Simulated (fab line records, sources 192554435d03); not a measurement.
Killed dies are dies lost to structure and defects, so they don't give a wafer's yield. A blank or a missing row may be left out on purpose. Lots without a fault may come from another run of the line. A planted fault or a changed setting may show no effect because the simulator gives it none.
fab line records | flow n5_finfet
record lots=5 wafers=15 last_day=16
route steps=1938 shown ZERO_LAYER@14 WELL_APT@20
lots that met no fault: from a run of the same line without faults
start_h: hours from the record's first day to the start of the lot's first wafer shown | wait_h: hours since the lot's step before | " the same as in the row above | L1.1+2: a row that stands for several wafers | - no value, or no start given | * or withheld: withheld | < > ~ a bound
route shown NAME@n: a module of which the file shows steps, and the number in the route of the first | usual: mean/standard deviation of fault-free wafers | same: alike in all rows | chamber/n: place in a boat | sites: the reading at each site | _std_site: their standard deviation | _edge_site: outer sites' mean less inner sites' | radius_mm: how far each site lies from the wafer's centre | mask NAME#n: copy n | behind: the tool/chamber that last shaped the wafer | hold: why the lot was held/for how many hours/how that ended | device: the transistor (n, p or np) that didn't switch | end of line: the same wafers' tests at the end of the route | a step without rows: its recipe alone | killed: dies lost to structure and defects at the first sort, not the wafer's yield | map: a wafer's dies, x killed, . not, _ none there
set.NAME: the setting as run; set.NAME@STEP: as run at that earlier step | model.NAME: the simulator's own value behind a step, which no gauge read
lots at some steps of the route; a table a step, a row a wafer
services: from which hour (start_h, from the record's first day; less than 0 if before it) a tool's chamber was out of use, for how many hours, and why
## steps
# step N5_ZERO_LAYER_DESCUM_16
# recipe chemistry=O2 time_s=7.9 source_power_w=50 bias_power_w=20 pressure_mtorr=20 rf_frequency_hz=2.712e+07 temp_c=40 o2_flow_sccm=225
# usual drypump_motor_current_A=5.5/0.43 oes_product_au=0.80/0.067 rf_vpp_V=243.3/1.4 showerhead_plenum_p_Torr=2.10/0.079 throttle_valve_pct=20.29/0.19
# columns lot.wafer tool chamber start_h wait_h drypump_motor_current_A oes_product_au rf_hours_counter_h rf_vpp_V showerhead_plenum_p_Torr throttle_valve_pct
L077.3 rie_diel-06 0 31.62 0.9 5.7 0.69 225 243.0 2.13 20.23
L077.4 " 3 " " 5.9 0.85 87 239.7 1.94 20.01
L077.6 " 1 " " 4.7 0.72 - 242.4 2.08 20.44
L085.2 rie_diel-02 2 78.68 0.0 5.9 0.75 170 242.3 2.07 20.45
L085.4 " 3 " " 5.5 0.77 120 245.4 2.18 20.28
L085.6 " 1 " " 6.1 0.83 - 241.5 2.00 19.95
L089.1 rie_diel-02 1 102.81 0.0 6.0 0.81 122 242.1 2.00 19.92
L089.2 " 2 " " 5.9 0.75 177 244.0 2.06 20.46
L089.5 " 3 " " 5.5 0.77 - 244.7 2.18 20.29
L091.1 rie_diel-06 2 114.85 0.1 5.4 0.85 68 244.1 2.24 20.42
L091.4 " 1 " " 4.7 0.70 - 242.7 2.07 20.46
L091.6 " 2 " " 5.4 0.85 - 245.7 2.24 20.43
L094.1 rie_diel-05 2 132.80 0.0 5.1 0.85 54 244.9 2.22 20.32
L094.3 " 0 " " 6.1 0.85 55 244.0 2.12 20.26
L094.5 " 3 " " 5.2 0.86 - 242.9 2.14 20.37
# step N5_ZERO_LAYER_ETCH_17
# recipe chemistry=CF4 target=SiO2 target_depth_a=120 time_s=13.3 ion_energy_ev=350 pressure_mtorr=40 source_w=450 bias_w=215 Ar_flow_sccm=100 cf4_flow_sccm=100
# usual drypump_motor_current_A=5.5/0.43 oes_product_au=0.80/0.07 rf_vpp_V=950/4.6 showerhead_plenum_p_Torr=2.15/0.066 throttle_valve_pct=15.51/0.14
# columns lot.wafer tool chamber start_h wait_h drypump_motor_current_A oes_product_au rf_hours_counter_h rf_vpp_V showerhead_plenum_p_Torr throttle_valve_pct
L077.3 rie_diel-06 0 31.66 0.0 5.6 0.69 225 952 2.21 15.76
L077.4 " 3 " " 5.9 0.86 87 940 2.01 15.29
L077.6 " 1 " " 4.7 0.72 - 946 2.14 15.74
L085.2 rie_diel-02 2 78.71 0.0 5.9 0.74 170 949 2.11 15.60
L085.4 " 3 " " 5.5 0.77 120 955 2.22 15.56
L085.6 " 1 " " 6.0 0.82 - 945 2.08 15.37
L089.1 rie_diel-02 1 103.31 0.5 6.0 0.81 122 945 2.07 15.38
L089.2 " 2 " " 5.9 0.74 177 949 2.11 15.64
L089.5 " 3 " " 5.5 0.75 - 955 2.22 15.57
L091.1 rie_diel-06 2 114.89 0.0 5.4 0.85 68 955 2.25 15.47
L091.4 " 1 " " 4.7 0.70 - 949 2.12 15.81
L091.6 " 2 " " 5.4 0.87 - 955 2.25 15.48
L094.1 rie_diel-05 2 132.84 0.0 5.1 0.86 54 956 2.25 15.35
L094.3 " 0 " " 6.0 0.85 55 953 2.16 15.45
L094.5 " 3 " " 5.2 0.86 - 952 2.17 15.38
# step N5_ZERO_LAYER_ETCH_18
# recipe chemistry=HBr/Cl2 target=Si target_depth_a=1200 time_s=40 pressure_mtorr=10 icp_w=800 bias_w=75 HBr_flow_sccm=150 Cl2_flow_sccm=80
# usual drypump_motor_current_A=5.9/0.47 he_backside_leak_sccm=2.8/0.33 oes_product_au=1.003/0.017 throttle_valve_pct=36.4/0.32
# columns lot.wafer tool chamber start_h wait_h drypump_motor_current_A he_backside_leak_sccm oes_product_au rf_hours_counter_h throttle_valve_pct
L077.3 rie_si-05 2 31.73 0.0 4.8 2.7 0.971 71 36.6
L077.4 " 3 " " 6.5 2.8 0.978 2 37.3
L077.6 " 2 " " 4.8 4.4 0.989 - 36.6
L085.2 rie_si-05 2 78.79 0.0 4.8 2.8 0.985 72 36.6
L085.4 " 1 " " 5.5 2.9 1.007 2 36.4
L085.6 " 3 " " 6.5 2.6 0.970 - 37.3
L089.1 rie_si-01 0 103.39 0.0 6.0 2.9 0.986 159 36.3
L089.2 " 3 " " 5.3 2.6 1.019 86 36.3
L089.5 " 0 " " 6.0 3.0 0.981 - 36.3
L091.1 rie_si-05 3 114.96 0.0 6.5 2.7 0.969 3 37.3
L091.4 " 0 " " 5.8 2.9 1.033 68 36.4
L091.6 " 2 " " 4.8 2.7 0.982 - 36.6
L094.1 rie_si-01 0 132.91 0.0 6.0 2.9 0.986 160 36.3
L094.3 " 1 " " 6.3 2.7 1.012 66 36.1
L094.5 " 3 " " 5.3 2.3 1.009 - 36.3
# step N5_ZERO_LAYER_STRIP_24
# recipe chemistry=O2 power_w=1000 temp_c=250 overash_fraction=0.3 pressure_mtorr=1000 o2_flow_sccm=6750
# usual drypump_motor_current_A=5.9/0.37 heater_power_w=337/31 oes_product_au=0.647/0.0049 strip_time_to_endpoint_s=43.84/0.11
# columns lot.wafer tool chamber start_h wait_h drypump_motor_current_A heater_power_w oes_product_au rf_hours_counter_h strip_time_to_endpoint_s
L077.3 plasma_asher-02 1 31.85 0.1 5.5 369 0.646 - 43.86
L077.4 " 0 " " 6.0 352 0.645 - 43.79
L077.6 " 1 " " 5.6 371 0.641 - 43.89
L085.2 plasma_asher-01 1 78.89 0.1 6.5 287 0.651 34 43.83
L085.4 " 1 " " 6.5 288 0.648 - 43.58
L085.6 " 0 " " 5.5 301 0.651 - 43.80
L089.1 plasma_asher-02 1 103.49 0.1 5.6 371 0.645 104 43.68
L089.2 " 0 " " 6.0 352 0.643 104 43.84
L089.5 " 1 " " 5.5 367 0.652 - 43.88
L091.1 plasma_asher-02 0 115.06 0.1 6.0 346 0.651 106 44.01
L091.4 " 1 " " 5.6 363 0.646 - 44.01
L091.6 " 1 " " 5.6 363 0.653 - 44.00
L094.1 plasma_asher-02 0 133.02 0.1 6.0 355 0.640 109 43.73
L094.3 " 1 " " 5.6 363 0.635 - 43.77
L094.5 " 0 " " 6.0 362 0.645 - 43.72
# step N5_ZERO_LAYER_STRIP_19
# recipe chemistry=SPM time_s=900 temp_c=130 h2so4_h2o2_vol_ratio=4 dry=ipa_marangoni
# columns lot.wafer tool chamber start_h wait_h
L077.3+4+6 wet_bench-01 2,0,3 31.92 0.0
L085.2+4+6 wet_bench-06 4,3,6 78.98 0.1
L089.1+2+5 wet_bench-05 1,6,5 103.58 0.1
L091.1+4+6 wet_bench-05 6,7,1 115.15 0.1
L094.1+3+5 wet_bench-05 4,7,5 133.10 0.1
# step N5_ZERO_LAYER_INSPECT_20
# recipe inspect_instrument=darkfield mode=post_clean
# usual raw_defect_count=35/17
# columns lot.wafer tool chamber start_h wait_h raw_defect_count
L077.3 defect_inspect-02 - 32.20 0.0 46
L077.4 " - " " 43
L077.6 " - " " 27
L085.2 defect_inspect-01 - 79.25 0.0 51
L085.4 " - " " 17
L085.6 " - " " 20
L089.1 defect_inspect-02 - 103.85 0.0 32
L089.2 " - " " 21
L089.5 " - " " 33
L091.1 defect_inspect-01 - 115.43 0.0 34
L091.4 " - " " 33
L091.6 " - " " 48
L094.1 defect_inspect-01 - 133.38 0.0 29
L094.3 " - " " 40
L094.5 " - " " 47
# step N5_WELL_APT_HMDS_01
# recipe time_s=60 temp_c=120
# columns lot.wafer tool chamber start_h wait_h
L077.3+4+6 litho_track-05 0 32.23 0.0
L085.2+4+6 litho_track-01 0 79.28 0.0
L089.1+2+5 litho_track-03 0 103.88 0.0
L091.1+4+6 litho_track-05 0 115.46 0.0
L094.1+3+5 litho_track-03 0 133.41 0.0
# step N5_WELL_APT_COAT_02
# recipe spin_rpm=1357 resist_thk_nm=950
# columns lot.wafer tool chamber start_h wait_h
L077.3+4+6 litho_track-05 0 - -
L085.2+4+6 litho_track-01 0 - -
L089.1+2+5 litho_track-03 0 - -
L091.1+4+6 litho_track-05 0 - -
L094.1+3+5 litho_track-03 0 - -
# step N5_WELL_APT_EBR_04
# recipe solvent=PGMEA ebr_width_mm=1.5
# columns lot.wafer tool chamber start_h wait_h
L077.3+4+6 litho_track-05 0 - -
L085.2+4+6 litho_track-01 0 - -
L089.1+2+5 litho_track-03 0 - -
L091.1+4+6 litho_track-05 0 - -
L094.1+3+5 litho_track-03 0 - -
# step N5_WELL_APT_SOFTBAKE_03
# recipe temp_c=130 time_s=60
# columns lot.wafer tool chamber start_h wait_h
L077.3+4+6 litho_track-05 0 - -
L085.2+4+6 litho_track-01 0 - -
L089.1+2+5 litho_track-03 0 - -
L091.1+4+6 litho_track-05 0 - -
L094.1+3+5 litho_track-03 0 - -
# step N5_WELL_APT_EXPOSE_05
# recipe mask_id=NWELL na=0.8 source_shape=conventional sigma_outer=0.8 polarization=unpolarized defocus_nm=0 target_cd_nm=200 dose_mj=20.3
# usual exposure_dose_mJ_cm2=20.291/0.021
# columns lot.wafer tool chamber start_h wait_h mask exposure_dose_mJ_cm2
L077.3 krf_scanner-02 0 32.46 - NWELL#0 20.309
L077.4 " 0 " " NWELL#0 20.285
L077.6 " 0 " " NWELL#0 20.319
L085.2 krf_scanner-02 0 79.51 - NWELL#0 20.294
L085.4 " 0 " " NWELL#0 20.293
L085.6 " 0 " " NWELL#0 20.310
L089.1 krf_scanner-01 0 104.11 - NWELL#0 20.281
L089.2 " 0 " " NWELL#0 20.279
L089.5 " 0 " " NWELL#0 20.231
L091.1 krf_scanner-02 0 115.69 - NWELL#0 20.311
L091.4 " 0 " " NWELL#0 20.287
L091.6 " 0 " " NWELL#0 20.300
L094.1 krf_scanner-01 0 133.51 - NWELL#0 20.246
L094.3 " 0 " " NWELL#0 20.280
L094.5 " 0 " " NWELL#0 20.306
# step N5_WELL_APT_PEB_06
# recipe peb_temp_c=130 peb_time_s=90
# same peb_time_s=90
# columns lot.wafer tool chamber start_h wait_h
L077.3+4+6 litho_track-03 0 32.51 0.0
L085.2+4+6 litho_track-01 0 79.57 0.0
L089.1+2+5 litho_track-03 0 104.17 0.1
L091.1+4+6 litho_track-05 0 115.74 0.1
L094.1+3+5 litho_track-03 0 133.57 0.1
# step N5_WELL_APT_DEVELOP_07
# recipe develop_time_s=45 rinse_liquid=surfactant_rinse dry=air_spin dev_temp_c=21
# columns lot.wafer tool chamber start_h wait_h
L077.3+4+6 litho_track-03 0 - -
L085.2+4+6 litho_track-01 0 - -
L089.1+2+5 litho_track-03 0 - -
L091.1+4+6 litho_track-05 0 - -
L094.1+3+5 litho_track-03 0 - -
# step N5_WELL_APT_HARDBAKE_12
# recipe temp_c=130 time_s=120
# columns lot.wafer tool chamber start_h wait_h
L077.3+4+6 litho_track-03 0 - -
L085.2+4+6 litho_track-01 0 - -
L089.1+2+5 litho_track-03 0 - -
L091.1+4+6 litho_track-05 0 - -
L094.1+3+5 litho_track-03 0 - -
# step N5_WELL_APT_CD_MEAS_08
# recipe target_cd_nm=200 landing_energy_ev=500 detector=se_inlens
# usual cd_nm=199/3.2
# columns lot.wafer tool chamber start_h wait_h cd_nm
L077.3 cd_sem-02 0 32.63 - 202
L077.4 " 0 " " 198
L077.6 " 0 " " 199
L085.2 cd_sem-01 0 79.68 - 195
L085.4 " 0 " " 194
L085.6 " 0 " " 195
L089.1 cd_sem-02 0 104.28 - 197
L089.2 " 0 " " 198
L089.5 " 0 " " 201
L091.1 cd_sem-03 0 115.86 - 206
L091.4 " 0 " " 201
L091.6 " 0 " " 204
L094.1 cd_sem-03 0 133.68 - 200
L094.3 " 0 " " 199
L094.5 " 0 " " 198
# step N5_WELL_APT_OVL_MEAS_09
# recipe points_per_wafer=44
# usual NWELL_OVL=-5/5.5
# columns lot.wafer tool chamber start_h wait_h NWELL_OVL[nm]
L077.3 overlay-02 0 32.65 0.0 -3
L077.4 " 0 " " -9
L077.6 " 0 " " -8
L085.2 overlay-01 0 79.71 0.0 -11
L085.4 " 0 " " -3
L085.6 " 0 " " -6
L089.1 overlay-02 0 104.31 0.0 -4
L089.2 " 0 " " -9
L089.5 " 0 " " 1
L091.1 overlay-02 0 115.89 0.0 0
L091.4 " 0 " " 3
L091.6 " 0 " " -2
L094.1 overlay-02 0 133.71 0.0 -10
L094.3 " 0 " " -6
L094.5 " 0 " " -5
# step N5_WELL_APT_INSPECT_10
# recipe mode=adi inspect_instrument=macro
# usual raw_defect_count=1.8/1.3
# columns lot.wafer tool chamber start_h wait_h raw_defect_count
L077.3 defect_inspect-02 - 32.68 0.0 1
L077.4 " - " " 2
L077.6 " - " " 4
L085.2 defect_inspect-02 - 79.73 0.0 2
L085.4 " - " " 4
L085.6 " - " " 2
L089.1 defect_inspect-01 - 104.34 0.0 1
L089.2 " - " " 0
L089.5 " - " " 3
L091.1 defect_inspect-01 - 115.91 0.0 2
L091.4 " - " " 2
L091.6 " - " " 2
L094.1 defect_inspect-01 - 133.73 0.0 3
L094.3 " - " " 4
L094.5 " - " " 1
# step N5_WELL_APT_DESCUM_13
# recipe chemistry=O2 time_s=7.9 source_power_w=50 bias_power_w=20 pressure_mtorr=20 rf_frequency_hz=2.712e+07 temp_c=40 o2_flow_sccm=225
# usual drypump_motor_current_A=5.7/0.45 oes_product_au=0.81/0.093 rf_vpp_V=243.7/1.5 showerhead_plenum_p_Torr=2.12/0.088 throttle_valve_pct=20.38/0.26
# columns lot.wafer tool chamber start_h wait_h drypump_motor_current_A oes_product_au rf_hours_counter_h rf_vpp_V showerhead_plenum_p_Torr throttle_valve_pct
L077.3 rie_diel-04 1 32.71 0.0 5.8 0.70 240 242.7 2.06 20.66
L077.4 " 2 " " 5.1 0.92 9 246.8 2.19 19.89
L077.6 " 2 " " 5.1 0.92 - 244.6 2.19 19.90
L085.2 rie_diel-03 0 79.77 0.0 6.3 0.76 143 244.5 2.19 20.71
L085.4 " 1 " " 5.2 0.96 15 244.9 2.23 20.01
L085.6 " 1 " " 5.2 0.97 - 244.9 2.23 19.99
L089.1 rie_diel-04 1 104.62 0.3 5.8 0.95 7 243.2 2.05 20.26
L089.2 " 2 " " 5.1 0.85 39 245.7 2.18 19.93
L089.5 " 1 " " 5.8 0.95 - 243.2 2.05 20.28
L091.1 rie_diel-04 0 115.95 0.0 5.5 0.91 17 244.8 2.23 20.35
L091.4 " 3 " " 5.0 0.73 182 243.4 1.99 20.46
L091.6 " 0 " " 5.5 0.91 - 244.5 2.23 20.31
L094.1 rie_diel-01 0 133.77 0.0 6.5 0.86 52 242.7 2.16 20.43
L094.3 " 1 " " 5.7 0.71 179 241.0 2.01 20.44
L094.5 " 3 " " 5.7 0.74 - 244.5 2.14 20.21
# step N5_WELL_APT_IMPLANT_14
# recipe species=P energy_kev=160 dose_cm2=1.5e+13 tilt_deg=0 rotation_deg=0
# columns lot.wafer tool chamber start_h wait_h
L077.3+4+6 implanter-01 0 32.87 0.1
L085.2+4+6 implanter-02 0 79.90 0.1
L089.1+2+5 implanter-02 0 104.72 0.1
L091.1+4+6 implanter-01 0 116.05 0.1
L094.1+3+5 implanter-02 0 133.87 0.1
# step N5_WELL_APT_IMPLANT_15
# recipe species=As energy_kev=25 dose_cm2=1.5e+13 tilt_deg=0 rotation_deg=0
# columns lot.wafer tool chamber start_h wait_h
L077.3+4+6 implanter-01 0 33.05 0.1
L085.2+4+6 implanter-02 0 80.08 0.1
L089.1+2+5 implanter-02 0 104.90 0.1
L091.1+4+6 implanter-01 0 116.23 0.1
L094.1+3+5 implanter-02 0 134.05 0.1
# step N5_WELL_APT_STRIP_16
# recipe chemistry=SPM time_s=900 temp_c=130 h2so4_h2o2_vol_ratio=4 dry=ipa_marangoni
# columns lot.wafer tool chamber start_h wait_h
L077.3+4+6 wet_bench-04 5,1,2 33.20 0.1
L085.2+4+6 wet_bench-03 1,6,2 80.26 0.1
L089.1+2+5 wet_bench-03 5,2,7 105.11 0.2
L091.1+4+6 wet_bench-03 4,2,3 116.43 0.2
L094.1+3+5 wet_bench-03 0,6,1 134.25 0.2
# step N5_WELL_APT_HMDS_18
# recipe time_s=60 temp_c=120
# columns lot.wafer tool chamber start_h wait_h
L077.3+4+6 litho_track-01 0 33.72 0.0
L085.2+4+6 litho_track-01 0 80.53 0.0
L089.1+2+5 litho_track-05 0 105.39 0.0
L091.1+4+6 litho_track-03 0 116.71 0.0
L094.1+3+5 litho_track-03 0 134.53 0.0
# step N5_WELL_APT_COAT_19
# recipe spin_rpm=1357 resist_thk_nm=950
# columns lot.wafer tool chamber start_h wait_h
L077.3+4+6 litho_track-01 0 - -
L085.2+4+6 litho_track-01 0 - -
L089.1+2+5 litho_track-05 0 - -
L091.1+4+6 litho_track-03 0 - -
L094.1+3+5 litho_track-03 0 - -
# step N5_WELL_APT_EBR_21
# recipe solvent=PGMEA ebr_width_mm=1.5
# columns lot.wafer tool chamber start_h wait_h
L077.3+4+6 litho_track-01 0 - -
L085.2+4+6 litho_track-01 0 - -
L089.1+2+5 litho_track-05 0 - -
L091.1+4+6 litho_track-03 0 - -
L094.1+3+5 litho_track-03 0 - -
# step N5_WELL_APT_SOFTBAKE_20
# recipe temp_c=130 time_s=60
# columns lot.wafer tool chamber start_h wait_h
L077.3+4+6 litho_track-01 0 - -
L085.2+4+6 litho_track-01 0 - -
L089.1+2+5 litho_track-05 0 - -
L091.1+4+6 litho_track-03 0 - -
L094.1+3+5 litho_track-03 0 - -
# step N5_WELL_APT_EXPOSE_22
# recipe mask_id=PWELL na=0.8 source_shape=conventional sigma_outer=0.8 polarization=unpolarized defocus_nm=0 target_cd_nm=200 dose_mj=23.2
# usual exposure_dose_mJ_cm2=23.197/0.023
# columns lot.wafer tool chamber start_h wait_h mask exposure_dose_mJ_cm2
L077.3 krf_scanner-02 0 33.96 - PWELL#0 23.189
L077.4 " 0 " " PWELL#0 23.195
L077.6 " 0 " " PWELL#0 23.146
L085.2 krf_scanner-02 0 80.76 - PWELL#0 23.197
L085.4 " 0 " " PWELL#0 23.181
L085.6 " 0 " " PWELL#0 23.218
L089.1 krf_scanner-01 0 105.49 - PWELL#0 23.179
L089.2 " 0 " " PWELL#0 23.199
L089.5 " 0 " " PWELL#0 23.185
L091.1 krf_scanner-01 0 116.81 - PWELL#0 23.221
L091.4 " 0 " " PWELL#0 23.213
L091.6 " 0 " " PWELL#0 23.202
L094.1 krf_scanner-02 0 134.65 - PWELL#0 23.163
L094.3 " 0 " " PWELL#0 23.221
L094.5 " 0 " " PWELL#0 23.182
# step N5_WELL_APT_PEB_23
# recipe peb_temp_c=130 peb_time_s=90
# same peb_time_s=90
# columns lot.wafer tool chamber start_h wait_h
L077.3+4+6 litho_track-03 0 34.01 0.0
L085.2+4+6 litho_track-01 0 80.81 0.0
L089.1+2+5 litho_track-05 0 105.55 0.1
L091.1+4+6 litho_track-01 0 116.87 0.1
L094.1+3+5 litho_track-03 0 134.71 0.1
# step N5_WELL_APT_DEVELOP_24
# recipe develop_time_s=45 rinse_liquid=surfactant_rinse dry=air_spin dev_temp_c=21
# columns lot.wafer tool chamber start_h wait_h
L077.3+4+6 litho_track-03 0 - -
L085.2+4+6 litho_track-01 0 - -
L089.1+2+5 litho_track-05 0 - -
L091.1+4+6 litho_track-01 0 - -
L094.1+3+5 litho_track-03 0 - -
# step N5_WELL_APT_HARDBAKE_29
# recipe temp_c=130 time_s=120
# columns lot.wafer tool chamber start_h wait_h
L077.3+4+6 litho_track-03 0 - -
L085.2+4+6 litho_track-01 0 - -
L089.1+2+5 litho_track-05 0 - -
L091.1+4+6 litho_track-01 0 - -
L094.1+3+5 litho_track-03 0 - -
# step N5_WELL_APT_CD_MEAS_25
# recipe target_cd_nm=200 landing_energy_ev=500 detector=se_inlens
# usual cd_nm=198.7/2
# columns lot.wafer tool chamber start_h wait_h cd_nm
L077.3 cd_sem-03 0 34.12 - 198.8
L077.4 " 0 " " 200.8
L077.6 " 0 " " 198.8
L085.2 cd_sem-01 0 80.93 - 199.0
L085.4 " 0 " " 199.3
L085.6 " 0 " " 201.9
L089.1 cd_sem-03 0 105.66 - 197.2
L089.2 " 0 " " 199.6
L089.5 " 0 " " 202.2
L091.1 cd_sem-01 0 116.98 - 201.9
L091.4 " 0 " " 203.9
L091.6 " 0 " " 199.0
L094.1 cd_sem-02 0 134.83 - 197.4
L094.3 " 0 " " 196.1
L094.5 " 0 " " 199.6
# step N5_WELL_APT_OVL_MEAS_26
# recipe points_per_wafer=44
# usual PWELL_OVL=0/5.1
# columns lot.wafer tool chamber start_h wait_h PWELL_OVL[nm]
L077.3 overlay-01 0 34.15 0.0 -6
L077.4 " 0 " " -5
L077.6 " 0 " " -2
L085.2 overlay-01 0 80.96 0.0 5
L085.4 " 0 " " -2
L085.6 " 0 " " 4
L089.1 overlay-02 0 105.69 0.0 6
L089.2 " 0 " " 8
L089.5 " 0 " " 8
L091.1 overlay-01 0 117.01 0.0 0
L091.4 " 0 " " 2
L091.6 " 0 " " 4
L094.1 overlay-02 0 134.86 0.0 -4
L094.3 " 0 " " 2
L094.5 " 0 " " 3
# step N5_WELL_APT_INSPECT_27
# recipe mode=adi inspect_instrument=macro
# usual raw_defect_count=2.0/1.6
# columns lot.wafer tool chamber start_h wait_h raw_defect_count
L077.3 defect_inspect-02 - 34.17 0.0 0
L077.4 " - " " 4
L077.6 " - " " 1
L085.2 defect_inspect-01 - 80.98 0.0 0
L085.4 " - " " 0
L085.6 " - " " 0
L089.1 defect_inspect-01 - 105.72 0.0 4
L089.2 " - " " 3
L089.5 " - " " 0
L091.1 defect_inspect-01 - 117.03 0.0 1
L091.4 " - " " 5
L091.6 " - " " 1
L094.1 defect_inspect-02 - 134.88 0.0 2
L094.3 " - " " 0
L094.5 " - " " 4
# step N5_WELL_APT_DESCUM_30
# recipe chemistry=O2 time_s=7.9 source_power_w=50 bias_power_w=20 pressure_mtorr=20 rf_frequency_hz=2.712e+07 temp_c=40 o2_flow_sccm=225
# usual drypump_motor_current_A=5.6/0.46 oes_product_au=0.80/0.092 rf_vpp_V=243.4/1.6 showerhead_plenum_p_Torr=2.10/0.09 throttle_valve_pct=20.38/0.26
# columns lot.wafer tool chamber start_h wait_h drypump_motor_current_A oes_product_au rf_hours_counter_h rf_vpp_V showerhead_plenum_p_Torr throttle_valve_pct
L077.3 rie_diel-01 2 34.28 0.1 5.0 0.71 216 241.5 1.97 20.69
L077.4 " 3 " " 5.7 0.78 133 244.6 2.15 20.16
L077.6 " 0 " " 6.5 0.92 - 244.2 2.18 20.37
L085.2 rie_diel-03 2 81.01 0.0 6.0 0.82 110 241.4 2.01 20.28
L085.4 " 1 " " 5.2 0.97 15 243.4 2.23 20.02
L085.6 " 1 " " 5.2 0.96 - 243.3 2.23 19.99
L089.1 rie_diel-01 0 105.77 0.1 6.5 0.88 41 243.6 2.17 20.42
L089.2 " 2 " " 5.1 0.69 240 241.3 1.97 20.74
L089.5 " 3 " " 5.7 0.75 - 244.1 2.14 20.19
L091.1 rie_diel-04 2 117.39 0.4 5.1 0.84 44 245.0 2.18 19.95
L091.4 " 3 " " 5.0 0.73 183 242.2 1.99 20.47
L091.6 " 1 " " 5.8 0.94 - 243.5 2.05 20.27
L094.1 rie_diel-01 3 134.92 0.0 5.6 0.74 170 245.0 2.14 20.21
L094.3 " 0 " " 6.5 0.87 52 245.6 2.17 20.43
L094.5 " 0 " " 6.5 0.87 - 244.3 2.16 20.43
# step N5_WELL_APT_IMPLANT_31
# recipe species=B energy_kev=60 dose_cm2=1.5e+13 tilt_deg=0 rotation_deg=0
# columns lot.wafer tool chamber start_h wait_h
L077.3+4+6 implanter-02 0 34.44 0.1
L085.2+4+6 implanter-01 0 81.14 0.1
L089.1+2+5 implanter-02 0 105.87 0.1
L091.1+4+6 implanter-02 0 117.49 0.1
L094.1+3+5 implanter-01 0 135.02 0.1
# step N5_WELL_APT_IMPLANT_32
# recipe species=BF2 energy_kev=50 dose_cm2=2e+13 tilt_deg=0 rotation_deg=0
# columns lot.wafer tool chamber start_h wait_h
L077.3+4+6 implanter-02 0 34.62 0.1
L085.2+4+6 implanter-01 0 81.32 0.1
L089.1+2+5 implanter-02 0 106.05 0.1
L091.1+4+6 implanter-02 0 117.67 0.1
L094.1+3+5 implanter-01 0 135.20 0.1
# step N5_WELL_APT_STRIP_33
# recipe chemistry=SPM time_s=900 temp_c=130 h2so4_h2o2_vol_ratio=4 dry=ipa_marangoni
# columns lot.wafer tool chamber start_h wait_h
L077.3+4+6 wet_bench-04 0,7,6 34.77 0.1
L085.2+4+6 wet_bench-04 4,0,6 81.50 0.1
L089.1+2+5 wet_bench-04 2,1,5 106.26 0.2
L091.1+4+6 wet_bench-02 3,7,1 117.88 0.2
L094.1+3+5 wet_bench-03 3,0,4 135.40 0.2
# step N5_WELL_APT_RTA_34
# recipe temp_c=1000 time_s=10 ambient=N2 idle_temp_c=600 ramp_up_c_per_s=150 ramp_down_c_per_s=60 cool_to_c=600
# usual lamp_power_pct=13.00/0.053 wafer_temp_C_max=1003.7/1.1
# columns lot.wafer tool chamber start_h wait_h lamp_power_pct wafer_temp_C_max
L077.3 rtp_anneal-01 0 35.38 0.1 12.98 1002.4
L077.4 " 0 " " 13.08 1007.2
L077.6 " 0 " " 12.96 1004.8
L085.2 rtp_anneal-02 0 81.80 0.0 13.05 1003.0
L085.4 " 0 " " 13.12 1004.0
L085.6 " 0 " " 12.92 1003.1
L089.1 rtp_anneal-02 0 106.57 0.1 12.94 1002.8
L089.2 " 0 " " 12.99 1003.3
L089.5 " 0 " " 13.04 1005.3
L091.1 rtp_anneal-01 0 118.16 0.0 12.94 1004.2
L091.4 " 0 " " 12.99 1004.2
L091.6 " 0 " " 12.98 1005.2
L094.1 rtp_anneal-01 0 135.68 0.0 13.02 1003.8
L094.3 " 0 " " 12.90 1003.0
L094.5 " 0 " " 13.07 1002.3
# step N5_WELL_APT_OXIDE_STRIP_42
# recipe chemistry=dHF dilution=25:1 time_s=45 temp_c=25 target=SiO2 target_depth_a=120
# columns lot.wafer tool chamber start_h wait_h
L077.3+4+6 wet_bench-02 3,1,2 35.50 0.1
L085.2+4+6 wet_bench-02 7,5,6 81.92 0.1
L089.1+2+5 wet_bench-03 4,6,0 106.73 0.1
L091.1+4+6 wet_bench-04 3,0,7 118.30 0.1
L094.1+3+5 wet_bench-03 3,0,7 135.83 0.1
## services
# columns tool chamber start_h hours kind
rie_diel-01 - 9.60 0.5 repair
rie_diel-06 - 9.88 15.6 pm
krf_scanner-02 - 10.97 4.1 repair
rie_diel-04 - 13.37 0.4 repair
krf_scanner-02 - 15.77 0.8 pm
krf_scanner-01 - 19.66 1.3 pm
rie_diel-05 - 24.05 28.1 pm
rie_diel-02 3 33.27 5.6 repair
rie_diel-04 3 36.00 5.1 repair
implanter-01 - 39.92 0.9 repair
rie_diel-02 1 40.12 7.8 repair
rie_si-01 1 42.02 3.6 repair
rie_diel-02 - 44.13 2.8 pm
rtp_anneal-02 - 53.43 4.3 pm
rie_diel-03 3 53.73 7.9 repair
rie_si-05 2 62.70 5.8 repair
wet_bench-04 - 64.24 4.4 pm
krf_scanner-01 - 65.47 1.0 pm
implanter-02 - 65.91 5.5 pm
rie_diel-02 2 79.85 2.1 repair
plasma_asher-02 - 98.70 0.7 repair
implanter-01 - 105.39 3.2 repair
rie_diel-01 1 119.12 7.1 repair
krf_scanner-01 - 130.06 0.8 pm
## key
fault none
